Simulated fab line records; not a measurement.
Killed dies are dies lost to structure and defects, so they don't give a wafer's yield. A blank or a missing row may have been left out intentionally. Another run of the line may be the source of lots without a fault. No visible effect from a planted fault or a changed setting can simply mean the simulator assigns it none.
Chamber matching    flow n5 finfet    pecvd-03 running N5_FIN_SAQP_HM_DEP_03: 3 sister chambers
The step deposits SiNx from SiH4/NH3/N2, target thk 38 nm, time 33.6 s. 3 wafers are shown with their chamber, then 8 later ones without.

== WAFERS WITH THEIR CHAMBER ==
wafer   chamber  throttle valve pct (%)
L088.1  2        36.3
L088.2  0        42.2
L088.4  1        39.5

== WAFERS MISSING THEIR CHAMBER ==
wafer   throttle valve pct (%)
L088.5  42.3
L088.6  36.5
L095.2  39.9
L095.4  42.1
L095.5  39.8
L097.1  42.2
L097.4  36.6
L097.6  42.2

== WHICH CHAMBER EACH ONE RAN IN ==
wafer   from the rows above  in truth
L088.5  0                    0
L088.6  2                    2
L095.2  1                    1
L095.4  0                    0
L095.5  1                    1
L097.1  0                    0
L097.4  2                    2
L097.6  0                    0
Placed correctly: 8 of 8. Can't be placed from these rows: 0. 0 placed wrongly.
How it was worked out, from the rows above alone: a wafer's distance from a chamber is the root of the sum, over the readings, of the square of ((its reading less the chamber's mean) divided by the reading's scatter). The wafer belongs to the nearest chamber; if the next one is less than 2 further off, it can't be placed. Each chamber's mean is taken over the wafers shown for it. The scatter: with one shown wafer a chamber, the root of the mean of the squares of how far each hidden wafer lies from its nearest shown one.
